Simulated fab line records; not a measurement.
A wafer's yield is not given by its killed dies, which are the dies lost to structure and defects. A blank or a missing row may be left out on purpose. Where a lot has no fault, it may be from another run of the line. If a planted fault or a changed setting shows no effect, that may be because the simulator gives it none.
fab line records ; flow n5-finfet
[record] lots = 8; wafers = 24; last-day = 17
route steps=1938 shown DUMMY_GATE@241 SPACER0@261 SD_EPI_N@272 BEOL_M4@1111 PASSIVATION@1936
lots untouched by any fault: they come from a run of this same line in which no faults occurred
start-h: the number of hours between the record's first day and the start of the first shown wafer of the lot ; wait-h: how many hours have passed since the lot's step before this one ; " repeats the value in the row above ; L1.1+2: a single row standing in for several wafers ; - either no value or no given start ; * or withheld: withheld ; < > ~ a bound
route shown NAME@n: a module of which the file shows steps, and the number in the route of the first ; usual: mean/standard deviation taken from wafers without a fault ; same: alike in all rows ; chamber/n: place in a boat ; sites: readings site by site ; _std_site: standard deviation of those values ; _edge_site: inner sites' mean taken away from outer sites' mean ; radius-mm: how far each site lies from the wafer's centre ; mask NAME#n: copy n ; behind: tool/chamber where the wafer was last shaped ; hold: what put the lot on hold/how long, in hours/how the hold closed ; device: which transistor (n, p or np) failed to switch ; end of line: tests run on the same wafers once the route is complete ; for a step that has no rows: nothing shown but its recipe ; killed: dies that structure and defects cost at the first sort, which is not the same as the wafer's yield ; map: dies across one wafer; x = killed, . = not, _ = none there
set.NAME: the setting that was run; set.NAME@STEP: the one run at that earlier step ; model.NAME: the simulator's own value behind a step, which no gauge read
a sample of lots followed through the steps of the route, with each step as a table and each wafer as a row
services: when a tool's chamber went out of use (start-h, in hours from the record's first day, below 0 if earlier), for how many hours, and the reason
[[steps]]
[step N5_DUMMY_GATE_STRIP_40]
[recipe] chemistry = CF4; resist = SiARC; power-w = 300; bias-power-w = 75; pressure-mtorr = 50; cf4-flow-sccm = 150; rf-frequency-hz = 6e+07
[usual] drypump-motor-current-A = 5.7/0.31; oes-product-au = 0.77/0.075; rf-vpp-V = 270.4/1.8; showerhead-plenum-p-Torr = 1.77/0.068; throttle-valve-pct = 13.58/0.22
lot.wafer;tool;chamber;start-h;wait-h;drypump-motor-current-A;oes-product-au;rf-hours-counter-h;rf-vpp-V;showerhead-plenum-p-Torr;throttle-valve-pct
L104.1;rie-diel-04;2;54.04;0.1;5.6;0.78;102;271.7;1.82;13.24
L104.2;rie-diel-04;0;54.04;0.1;6.5;0.85;66;273.4;1.91;13.69
L104.4;rie-diel-04;1;54.04;0.1;6.6;0.75;143;270.1;1.79;13.43
L111.1;rie-diel-05;3;94.39;0.1;5.5;0.75;158;270.8;1.74;13.56
L111.3;rie-diel-05;0;94.39;0.1;6.1;0.71;183;268.9;1.72;13.79
L111.6;rie-diel-05;0;94.39;0.1;6.1;0.71;-;268.5;1.72;13.79
L113.1;rie-diel-01;1;112.22;0.1;5.6;0.73;162;271.1;1.79;13.76
L113.2;rie-diel-01;0;112.22;0.1;5.2;0.68;233;272.5;1.85;13.70
L113.5;rie-diel-01;1;112.22;0.1;5.6;0.73;-;270.6;1.79;13.73
L117.1;rie-diel-05;3;132.14;0.1;5.5;0.75;169;269.7;1.73;13.61
L117.4;rie-diel-05;2;132.14;0.1;5.5;0.89;19;270.8;1.84;13.14
L117.5;rie-diel-05;3;132.14;0.1;5.5;0.75;-;268.2;1.74;13.59
L122.1;rie-diel-05;0;161.48;0.1;6.0;0.70;202;271.2;1.72;13.82
L122.4;rie-diel-05;2;161.48;0.1;5.5;0.87;27;273.1;1.84;13.18
L122.6;rie-diel-05;0;161.48;0.1;6.0;0.70;-;268.1;1.72;13.84
L123.3;rie-diel-05;0;168.27;0.1;6.0;0.70;203;271.4;1.72;13.84
L123.5;rie-diel-05;2;168.27;0.1;5.6;0.87;-;270.4;1.84;13.17
L123.6;rie-diel-05;1;168.27;0.1;5.7;0.78;-;266.8;1.67;13.70
L124.3;rie-diel-05;2;172.32;0.3;5.5;0.88;31;272.4;1.84;13.17
L124.5;rie-diel-05;1;172.32;0.3;5.7;0.78;-;267.9;1.67;13.71
L124.6;rie-diel-05;2;172.32;0.3;5.5;0.87;-;273.8;1.84;13.18
L126.3;rie-diel-01;2;183.50;0.1;5.5;0.69;222;272.0;1.85;13.80
L126.4;rie-diel-01;1;183.50;0.1;5.6;0.71;-;272.2;1.79;13.78
L126.5;rie-diel-01;2;183.50;0.1;5.5;0.69;-;273.2;1.85;13.79
[step N5_DUMMY_GATE_ETCH_32]
[recipe] chemistry = CF4; target = SiO2; target-depth-a = 35; time-s = 3.9; ion-energy-ev = 350; pressure-mtorr = 10; icp-w = 800; bias-w = 400; cf4-flow-sccm = 80
[usual] drypump-motor-current-A = 5.8/0.6; oes-product-au = 1.005/0.022; throttle-valve-pct = 21.8/0.31
lot.wafer;tool;chamber;start-h;wait-h;drypump-motor-current-A;oes-product-au;rf-hours-counter-h;throttle-valve-pct
L104.1;rie-si-02;1;54.38;0.1;4.7;0.983;140;21.8
L104.2;rie-si-02;2;54.38;0.1;5.3;0.967;62;22.3
L104.4;rie-si-02;3;54.38;0.1;5.4;1.012;18;22.2
L111.1;rie-si-02;1;94.73;0.1;4.7;0.977;141;21.8
L111.3;rie-si-02;0;94.73;0.1;5.9;1.035;178;21.5
L111.6;rie-si-02;1;94.73;0.1;4.7;0.975;-;21.8
L113.1;rie-si-02;2;112.56;0.1;5.3;0.969;63;22.2
L113.2;rie-si-02;0;112.56;0.1;5.9;1.042;179;21.5
L113.5;rie-si-02;1;112.56;0.1;4.7;0.978;-;21.8
L117.1;rie-si-02;0;132.49;0.1;5.9;1.041;179;21.5
L117.4;rie-si-02;1;132.49;0.1;4.7;0.994;142;21.8
L117.5;rie-si-02;3;132.49;0.1;5.4;1.005;-;22.2
L122.1;rie-si-06;0;161.82;0.1;5.6;1.038;178;21.5
L122.4;rie-si-06;3;161.82;0.1;6.6;1.015;83;21.9
L122.6;rie-si-06;1;161.82;0.1;5.1;0.992;-;21.3
L123.3;rie-si-06;2;168.61;0.1;6.0;0.998;62;21.6
L123.5;rie-si-06;2;168.61;0.1;6.0;0.998;-;21.6
L123.6;rie-si-06;3;168.61;0.1;6.6;1.014;-;21.9
L124.3;rie-si-04;2;172.69;0.1;6.4;1.003;64;21.6
L124.5;rie-si-04;3;172.69;0.1;6.7;1.019;-;22.4
L124.6;rie-si-04;0;172.69;0.1;5.6;0.990;-;21.6
L126.3;rie-si-04;1;183.84;0.1;5.9;0.994;52;21.9
L126.4;rie-si-04;2;183.84;0.1;6.4;1.005;64;21.6
L126.5;rie-si-04;1;183.84;0.1;5.9;1.003;-;21.9
[step N5_DUMMY_GATE_ETCH_23]
[recipe] chemistry = HBr/Cl2/O2; HBr_flow_sccm = 150; Cl2_flow_sccm = 80; O2_flow_sccm = 12; bias-w = 102; target-depth-a = 410; time-s = 22.3; target = poly-Si; mask-material = SiO2; pressure-mtorr = 10; icp-w = 800
[usual] drypump-motor-current-A = 5.8/0.6; mfc-cl2-sccm = 80.01/0.23; oes-product-au = 1.005/0.022; throttle-valve-pct = 37.2/0.41
lot.wafer;tool;chamber;start-h;wait-h;drypump-motor-current-A;mfc-cl2-sccm;oes-product-au;rf-hours-counter-h;throttle-valve-pct
L104.1;rie-si-02;1;54.42;0.0;4.7;79.80;0.977;140;37.3
L104.2;rie-si-02;2;54.42;0.0;5.3;80.12;0.957;62;37.7
L104.4;rie-si-02;3;54.42;0.0;5.4;79.59;1.014;18;38.0
L111.1;rie-si-02;1;94.77;0.0;4.7;80.13;0.966;141;37.3
L111.3;rie-si-02;0;94.77;0.0;5.9;80.10;1.014;178;36.7
L111.6;rie-si-02;1;94.77;0.0;4.7;79.59;0.972;-;37.3
L113.1;rie-si-02;2;112.59;0.0;5.3;80.18;0.954;63;37.7
L113.2;rie-si-02;0;112.59;0.0;5.9;79.84;1.042;179;36.7
L113.5;rie-si-02;1;112.59;0.0;4.7;80.07;0.980;-;37.3
L117.1;rie-si-02;0;132.52;0.0;5.9;80.01;1.033;179;36.7
L117.4;rie-si-02;1;132.52;0.0;4.7;79.54;0.988;142;37.3
L117.5;rie-si-02;3;132.52;0.0;5.4;79.75;1.013;-;38.0
L122.1;rie-si-06;0;161.86;0.0;5.6;79.82;1.034;178;36.9
L122.4;rie-si-06;3;161.86;0.0;6.6;80.14;1.018;83;37.1
L122.6;rie-si-06;1;161.86;0.0;5.1;80.27;0.988;-;36.8
L123.3;rie-si-06;2;168.65;0.0;6.0;80.37;1.001;62;36.9
L123.5;rie-si-06;2;168.65;0.0;6.0;80.18;1.007;-;36.9
L123.6;rie-si-06;3;168.65;0.0;6.6;79.78;1.035;-;37.1
L124.3;rie-si-04;2;172.73;0.0;6.3;79.97;1.003;64;37.1
L124.5;rie-si-04;3;172.73;0.0;6.7;80.35;1.021;-;37.8
L124.6;rie-si-04;0;172.73;0.0;5.6;79.91;0.990;-;36.7
L126.3;rie-si-04;1;183.87;0.0;5.9;79.94;1.005;52;37.5
L126.4;rie-si-04;2;183.87;0.0;6.4;79.63;1.005;64;37.1
L126.5;rie-si-04;1;183.87;0.0;5.9;79.76;1.006;-;37.5
[step N5_DUMMY_GATE_ETCH_44]
[recipe] chemistry = HBr/O2; over-etch-frac = 0.7; target-depth-a = 1275; stop-on = SiO2; ion-energy-ev = 60; bias-w = 20; target = poly-Si; mask-material = SiO2; pressure-mtorr = 20; icp-w = 400; HBr_flow_sccm = 120; O2_flow_sccm = 10
[usual] drypump-motor-current-A = 5.8/0.6; oes-product-au = 0.729/0.012; throttle-valve-pct = 18.50/0.21
lot.wafer;tool;chamber;start-h;wait-h;drypump-motor-current-A;oes-product-au;rf-hours-counter-h;throttle-valve-pct
L104.1;rie-si-02;1;54.47;0.0;4.7;0.715;140;18.53
L104.2;rie-si-02;2;54.47;0.0;5.3;0.706;62;18.84
L104.4;rie-si-02;3;54.47;0.0;5.4;0.725;18;18.78
L111.1;rie-si-02;1;94.82;0.0;4.7;0.708;141;18.54
L111.3;rie-si-02;0;94.82;0.0;5.9;0.752;178;18.41
L111.6;rie-si-02;1;94.82;0.0;4.7;0.718;-;18.53
L113.1;rie-si-02;2;112.65;0.0;5.3;0.707;63;18.81
L113.2;rie-si-02;0;112.65;0.0;5.9;0.753;179;18.40
L113.5;rie-si-02;1;112.65;0.0;4.7;0.706;-;18.55
L117.1;rie-si-02;0;132.58;0.0;5.9;0.748;179;18.39
L117.4;rie-si-02;1;132.58;0.0;4.7;0.712;142;18.55
L117.5;rie-si-02;3;132.58;0.0;5.4;0.733;-;18.80
L122.1;rie-si-06;0;161.91;0.0;5.6;0.732;178;18.42
L122.4;rie-si-06;3;161.91;0.0;6.6;0.749;83;18.49
L122.6;rie-si-06;1;161.91;0.0;5.1;0.722;-;18.29
L123.3;rie-si-06;2;168.70;0.0;6.0;0.729;62;18.24
L123.5;rie-si-06;2;168.70;0.0;6.0;0.726;-;18.23
L123.6;rie-si-06;3;168.70;0.0;6.6;0.742;-;18.51
L124.3;rie-si-04;2;172.78;0.0;6.3;0.733;64;18.37
L124.5;rie-si-04;3;172.78;0.0;6.7;0.728;-;18.90
L124.6;rie-si-04;0;172.78;0.0;5.6;0.708;-;18.24
L126.3;rie-si-04;1;183.93;0.0;5.9;0.728;52;18.62
L126.4;rie-si-04;2;183.93;0.0;6.4;0.729;64;18.37
L126.5;rie-si-04;1;183.93;0.0;5.9;0.733;-;18.64
[step N5_DUMMY_GATE_INSPECT_27]
[recipe] inspect-instrument = brightfield; mode = aei
[usual] raw-defect-count = 303/86
lot.wafer;tool;chamber;start-h;wait-h;raw-defect-count
L104.1;defect-inspect-01;-;54.88;0.0;260
L104.2;defect-inspect-01;-;54.88;0.0;303
L104.4;defect-inspect-01;-;54.88;0.0;194
L111.1;defect-inspect-02;-;95.22;0.0;433
L111.3;defect-inspect-02;-;95.22;0.0;464
L111.6;defect-inspect-02;-;95.22;0.0;427
L113.1;defect-inspect-01;-;113.38;0.0;330
L113.2;defect-inspect-01;-;113.38;0.0;352
L113.5;defect-inspect-01;-;113.38;0.0;653
L117.1;defect-inspect-01;-;132.97;0.0;191
L117.4;defect-inspect-01;-;132.97;0.0;615
L117.5;defect-inspect-01;-;132.97;0.0;115
L122.1;defect-inspect-01;-;162.31;0.0;262
L122.4;defect-inspect-01;-;162.31;0.0;182
L122.6;defect-inspect-01;-;162.31;0.0;442
L123.3;defect-inspect-02;-;169.11;0.0;405
L123.5;defect-inspect-02;-;169.11;0.0;380
L123.6;defect-inspect-02;-;169.11;0.0;313
L124.3;defect-inspect-02;-;173.18;0.0;276
L124.5;defect-inspect-02;-;173.18;0.0;246
L124.6;defect-inspect-02;-;173.18;0.0;311
L126.3;defect-inspect-01;-;184.38;0.0;322
L126.4;defect-inspect-01;-;184.38;0.0;269
L126.5;defect-inspect-01;-;184.38;0.0;264
[step N5_SPACER0_INSPECT_04]
[recipe] inspect-instrument = darkfield; mode = post-dep
[usual] raw-defect-count = 143/36
lot.wafer;tool;chamber;start-h;wait-h;raw-defect-count
L104.1;defect-inspect-01;-;55.49;0.1;105
L104.2;defect-inspect-01;-;55.49;0.1;133
L104.4;defect-inspect-01;-;55.49;0.1;91
L111.1;defect-inspect-02;-;96.94;0.1;177
L111.3;defect-inspect-02;-;96.94;0.1;193
L111.6;defect-inspect-02;-;96.94;0.1;207
L113.1;defect-inspect-01;-;113.98;0.1;145
L113.2;defect-inspect-01;-;113.98;0.1;127
L113.5;defect-inspect-01;-;113.98;0.1;532
L117.1;defect-inspect-01;-;135.67;0.1;122
L117.4;defect-inspect-01;-;135.67;0.1;536
L117.5;defect-inspect-01;-;135.67;0.1;69
L122.1;defect-inspect-02;-;164.12;0.1;163
L122.4;defect-inspect-02;-;164.12;0.1;104
L122.6;defect-inspect-02;-;164.12;0.1;212
L123.3;defect-inspect-02;-;169.71;0.1;170
L123.5;defect-inspect-02;-;169.71;0.1;155
L123.6;defect-inspect-02;-;169.71;0.1;146
L124.3;defect-inspect-02;-;173.92;0.1;122
L124.5;defect-inspect-02;-;173.92;0.1;99
L124.6;defect-inspect-02;-;173.92;0.1;155
L126.3;defect-inspect-02;-;184.98;0.1;153
L126.4;defect-inspect-02;-;184.98;0.1;133
L126.5;defect-inspect-02;-;184.98;0.1;130
[step N5_SD_EPI_N_INSPECT_11]
[recipe] mode = adi; inspect-instrument = macro
[usual] raw-defect-count = 2/1.5
lot.wafer;tool;chamber;start-h;wait-h;raw-defect-count
L104.1;defect-inspect-01;-;55.94;0.0;2
L104.2;defect-inspect-01;-;55.94;0.0;2
L104.4;defect-inspect-01;-;55.94;0.0;1
L111.1;defect-inspect-02;-;97.27;0.0;1
L111.3;defect-inspect-02;-;97.27;0.0;2
L111.6;defect-inspect-02;-;97.27;0.0;2
L113.1;defect-inspect-02;-;114.44;0.0;1
L113.2;defect-inspect-02;-;114.44;0.0;2
L113.5;defect-inspect-02;-;114.44;0.0;>300
L117.1;defect-inspect-02;-;136.00;0.0;2
L117.4;defect-inspect-02;-;136.00;0.0;>300
L117.5;defect-inspect-02;-;136.00;0.0;4
L122.1;defect-inspect-01;-;164.57;0.0;0
L122.4;defect-inspect-01;-;164.57;0.0;3
L122.6;defect-inspect-01;-;164.57;0.0;3
L123.3;defect-inspect-02;-;170.16;0.0;2
L123.5;defect-inspect-02;-;170.16;0.0;2
L123.6;defect-inspect-02;-;170.16;0.0;1
L124.3;defect-inspect-02;-;174.24;0.0;1
L124.5;defect-inspect-02;-;174.24;0.0;2
L124.6;defect-inspect-02;-;174.24;0.0;3
L126.3;defect-inspect-02;-;185.43;0.0;3
L126.4;defect-inspect-02;-;185.43;0.0;2
L126.5;defect-inspect-02;-;185.43;0.0;1
[step N5_SD_EPI_N_INSPECT_26]
[recipe] inspect-instrument = darkfield; mode = post-epi
[usual] raw-defect-count = 212/51
lot.wafer;tool;chamber;start-h;wait-h;raw-defect-count
L104.1;defect-inspect-02;-;60.73;0.1;275
L104.2;defect-inspect-02;-;60.73;0.1;218
L104.4;defect-inspect-02;-;60.73;0.1;172
L111.1;defect-inspect-01;-;101.29;0.1;198
L111.3;defect-inspect-01;-;101.29;0.1;236
L111.6;defect-inspect-01;-;101.29;0.1;243
L113.1;defect-inspect-02;-;119.54;0.1;221
L113.2;defect-inspect-02;-;119.54;0.1;203
L113.5;defect-inspect-02;-;119.54;0.1;609
L117.1;defect-inspect-01;-;139.99;0.1;198
L117.4;defect-inspect-01;-;139.99;0.1;571
L117.5;defect-inspect-01;-;139.99;0.1;127
L122.1;defect-inspect-01;-;169.31;0.1;197
L122.4;defect-inspect-01;-;169.31;0.1;135
L122.6;defect-inspect-01;-;169.31;0.1;255
L123.3;defect-inspect-02;-;175.14;0.1;245
L123.5;defect-inspect-02;-;175.14;0.1;198
L123.6;defect-inspect-02;-;175.14;0.1;226
L124.3;defect-inspect-01;-;178.90;0.1;162
L124.5;defect-inspect-01;-;178.90;0.1;165
L124.6;defect-inspect-01;-;178.90;0.1;188
L126.3;defect-inspect-01;-;190.98;0.1;214
L126.4;defect-inspect-01;-;190.98;0.1;170
L126.5;defect-inspect-01;-;190.98;0.1;175
[step N5_BEOL_M4_RC_MEAS_101]
[usual] DIBL_N = 36.8/2.1; DIBL_P = 37.1/2.2; IOFF_N = 0.18/0.037; IOFF_P = 0.23/0.041; ION_N = 682/13; ION_P = 467/8.6; SS_N = 71.7/0.61; SS_P = 73.5/0.6; VT_N = 248/3.4; VT_P = -249/3.5
lot.wafer;tool;chamber;start-h;wait-h;DIBL_N[mV/V];DIBL_P[mV/V];IOFF_N[nA/um];IOFF_P[nA/um];ION_N[uA/um];ION_P[uA/um];SS_N[mV/dec];SS_P[mV/dec];VT_N[mV];VT_P[mV]
L104.1;prober-01;0;169.10;0.0;39.8;39.1;0.22;0.26;695;474;72.5;74.0;244;-249
L104.2;prober-01;0;169.10;0.0;39.1;37.5;0.19;0.23;691;467;72.8;73.8;247;-247
L104.4;prober-01;0;169.10;0.0;40.5;39.5;0.24;0.28;706;479;72.6;73.9;245;-246
L111.1;prober-02;0;214.09;0.0;38.2;36.8;0.18;0.22;670;460;72.3;73.4;246;-249
L111.3;prober-02;0;214.09;0.0;38.9;38.7;0.22;0.26;683;461;71.8;73.8;242;-247
L111.6;prober-02;0;214.09;0.0;39.4;37.6;0.21;0.22;666;452;72.5;73.1;247;-252
L113.1;prober-02;0;233.88;0.0;37.8;39.9;0.21;0.22;706;474;71.9;74.5;246;-250
L113.2;prober-02;0;233.88;0.0;39.9;42.8;0.27;0.27;712;475;72.3;74.2;241;-249
L113.5;prober-02;0;233.88;0.0;37.2;39.6;0.21;0.21;691;470;71.8;73.7;246;-251
L117.1;prober-01;0;258.75;0.0;37.0;38.9;0.18;0.23;699;478;72.2;72.7;248;-246
L117.4;prober-01;0;258.75;0.0;39.0;41.8;0.23;0.29;709;483;72.1;74.3;243;-248
L117.5;prober-01;0;258.75;0.0;37.1;39.0;0.18;0.24;698;474;72.0;73.5;247;-246
L122.1;prober-02;0;281.75;0.0;34.4;33.9;0.13;0.19;686;464;70.8;72.9;250;-247
L122.4;prober-02;0;281.75;0.0;35.2;34.6;0.15;0.20;679;471;71.1;72.9;246;-250
L122.6;prober-02;0;281.75;0.0;35.3;35.2;0.15;0.20;676;469;71.8;72.9;250;-249
L123.3;prober-02;0;294.77;0.3;38.5;39.1;0.22;0.26;699;473;71.3;75.0;245;-248
L123.5;prober-02;0;294.77;0.3;34.8;34.6;0.14;0.18;669;467;70.4;73.3;253;-249
L123.6;prober-02;0;294.77;0.3;36.3;36.2;0.18;0.21;696;472;70.7;73.9;247;-251
L124.3;prober-01;0;302.78;0.3;37.0;39.5;0.20;0.29;694;475;72.4;74.0;245;-242
L124.5;prober-01;0;302.78;0.3;37.0;39.3;0.19;0.29;685;476;71.6;73.7;247;-242
L124.6;prober-01;0;302.78;0.3;39.1;41.5;0.24;0.33;696;480;73.0;74.6;244;-242
L126.3;prober-01;0;306.84;0.3;36.3;35.6;0.15;0.20;679;466;71.5;73.2;249;-251
L126.4;prober-01;0;306.84;0.3;38.0;38.2;0.18;0.25;682;469;72.5;74.5;248;-249
L126.5;prober-01;0;306.84;0.3;37.9;38.1;0.18;0.24;688;469;71.8;73.6;249;-247
[step N5_PASSIVATION_PROBE_49]
[usual] defect-limited-yield = 91.0/1.4; killed_at_M0_to_M3 = 35/10; killed_at_M4_up = 13/6; killed-at-contacts = 13/6.4; killed-at-front-end = 42/12; killed-at-other = 3.2/2.4; killed-dies = 107/17; killed-open = 69/13; killed-short = 33/7.3; sort_bin_4_leakage = 0.00/0.022; sort_bin_5_function = 5.3/0.92; sort_bin_6_memory = 3.3/0.66; sort-n-pass = 1073/17; sort-yield-pct = 90.9/1.4
[same] gross-dies = 1180; killed-at-back-side = 0; sort_bin_8_speed[%] = 0
lot.wafer;tool;chamber;start-h;wait-h;defect-limited-yield[%];killed_at_M0_to_M3;killed_at_M4_up;killed-at-contacts;killed-at-front-end;killed-at-other;killed-dies;killed-open;killed-short;sort_bin_4_leakage[%];sort_bin_5_function[%];sort_bin_6_memory[%];sort-n-pass;sort-yield-pct[%]
L113.1;prober-01;-;337.72;0.0;89.7;43;21;16;39;3;122;82;33;0;6.1;3.6;1058;89.7
L113.2;prober-01;-;337.77;0.1;93.1;29;9;16;27;1;82;52;25;0.08;4.4;2.4;1097;93.0
L113.5;prober-01;-;337.92;0.2;80.5;28;20;17;165;0;230;71;40;0;12.5;4.0;950;80.5
L117.1;prober-02;-;368.96;0.0;88.7;67;22;10;33;1;133;83;44;0;6.7;4.2;1047;88.7
L117.4;prober-02;-;369.11;0.2;85.5;20;6;9;131;5;171;34;27;0;10.1;2.9;1009;85.5
L117.5;prober-02;-;369.16;0.2;92.7;35;10;13;24;4;86;46;33;0;4.7;2.3;1094;92.7
// killed by level:class
L113.1 BEOL_M0_SAQP:geometric-particle:open=21 FIN_SAQP:geometric-particle:open=16 BEOL_M4:geometric-particle:open=14 BEOL_M0_SAQP:geometric-particle:short=13 MOL_CONTACT_COAG:geometric-particle:open=9 MOL_CONTACT_COAG:geometric-particle:short=7 FIN_SAQP:geometric-particle:short=4 ILD0:geometric-particle:short=3
L113.2 MOL_CONTACT_COAG:geometric-particle:open=14 BEOL_M0_SAQP:geometric-particle:short=8 BEOL_M0_SAQP:geometric-particle:open=8 BEOL_M4:geometric-particle:open=5 BEOL_M1:geometric-particle:open=4 FIN_SAQP:geometric-particle:open=3 FIN_SAQP:geometric-particle:short=3 STI_FIN_REVEAL:geometric-particle:open=3
L113.5 DUMMY_GATE:unspecified=114 MOL_CONTACT_COAG:geometric-particle:open=16 BEOL_M4:geometric-particle:open=14 BEOL_M0_SAQP:geometric-particle:short=10 BEOL_M0_SAQP:geometric-particle:open=10 FIN_SAQP:geometric-particle:open=9 FIN_SAQP:geometric-particle:short=9 DUMMY_GATE:geometric-particle:open=7
L117.1 BEOL_M0_SAQP:geometric-particle:open=18 BEOL_M0_SAQP:geometric-particle:short=17 BEOL_M3:geometric-particle:open=11 BEOL_M4:geometric-particle:open=10 FIN_SAQP:geometric-particle:short=9 DUMMY_GATE:geometric-particle:open=8 MOL_CONTACT_COAG:geometric-particle:open=8 BEOL_M1:geometric-particle:open=7
L117.4 DUMMY_GATE:unspecified=108 BEOL_M0_SAQP:geometric-particle:short=8 FIN_SAQP:geometric-particle:short=6 FIN_SAQP:geometric-particle:open=5 BEOL_M1:geometric-particle:open=5 MOL_CONTACT_COAG:geometric-particle:open=5 BEOL_M3:geometric-particle:open=3 BEOL_M4:geometric-particle:open=3
L117.5 MOL_CONTACT_COAG:geometric-particle:open=10 BEOL_M0_SAQP:geometric-particle:short=9 BEOL_M0_SAQP:geometric-particle:open=9 FIN_SAQP:geometric-particle:short=6 BEOL_M1:geometric-particle:open=5 BEOL_M3:geometric-particle:open=4 DUMMY_GATE:geometric-particle:open=3 MOL_CONTACT_COAG:geometric-particle:short=3
[[services]]
tool;chamber;start-h;hours;kind
rie-si-04;-;31.53;0.3;repair
rie-diel-05;1;48.24;2.9;repair
rie-diel-05;2;52.43;-;clean
rie-diel-05;2;52.43;-;consumable-replace:focus-ring
rie-diel-05;2;52.43;16.8;scheduled-down
rie-diel-05;2;52.43;16.8;vent-cycle
rie-diel-04;1;58.87;9.6;repair
rie-si-04;3;60.01;4.9;repair
rie-diel-05;1;60.97;11.9;repair
rie-diel-04;2;80.40;5.7;repair
rie-si-04;0;83.01;2.3;repair
rie-diel-01;-;98.69;2.8;pm
rie-diel-01;1;103.37;4.6;repair
rie-si-02;-;106.70;0.2;repair
rie-diel-04;0;115.51;14.2;repair
rie-si-06;2;121.47;3.3;repair
rie-si-04;1;146.28;10.1;repair
rie-diel-04;1;160.42;8.4;repair
rie-diel-04;-;161.90;4.3;pm
rie-diel-01;0;169.35;-;clean
rie-diel-01;0;169.35;-;consumable-replace:focus-ring
rie-diel-01;0;169.35;15.3;scheduled-down
rie-diel-01;0;169.35;15.3;vent-cycle
rie-si-06;0;180.74;6.8;repair
[[key]]
[first-sign] step = N5_DUMMY_GATE_INSPECT_27; reading = raw-defect-count; direction = up; sigmas = 3.9; usual = 303; struck = 634
[effect] step = N5_SPACER0_INSPECT_04; reading = raw-defect-count; direction = up; sigmas = 11; usual = 143; struck = 534
[effect] step = N5_SD_EPI_N_INSPECT_11; reading = raw-defect-count; direction = up; sigmas = 99+; usual = 2; struck = >300
[effect] step = N5_SD_EPI_N_INSPECT_26; reading = raw-defect-count; direction = up; sigmas = 7.4; usual = 212; struck = 590
[effect] step = N5_PASSIVATION_PROBE_49; reading = killed-at-front-end; direction = up; sigmas = 8.8; usual = 42; struck = 148
[more-kills-born-at] N5_DUMMY_GATE_ETCH_32@rie-si-02 = 222
met-at N5_DUMMY_GATE_ETCH_32
struck-lots L113,L117
struck-wafers L113.5,L117.4
not-acting-at N5_DUMMY_GATE_STRIP_40,N5_DUMMY_GATE_ETCH_23,N5_DUMMY_GATE_ETCH_44
onset-between 94.73 112.56
[fault] kind = chamber-particle-source; tool = rie-si-02; chamber = 1; onset-h = 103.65; steps = N5_DUMMY_GATE_ETCH_32; rate-per-visit-cm2 = 0.66123; end-h = 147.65
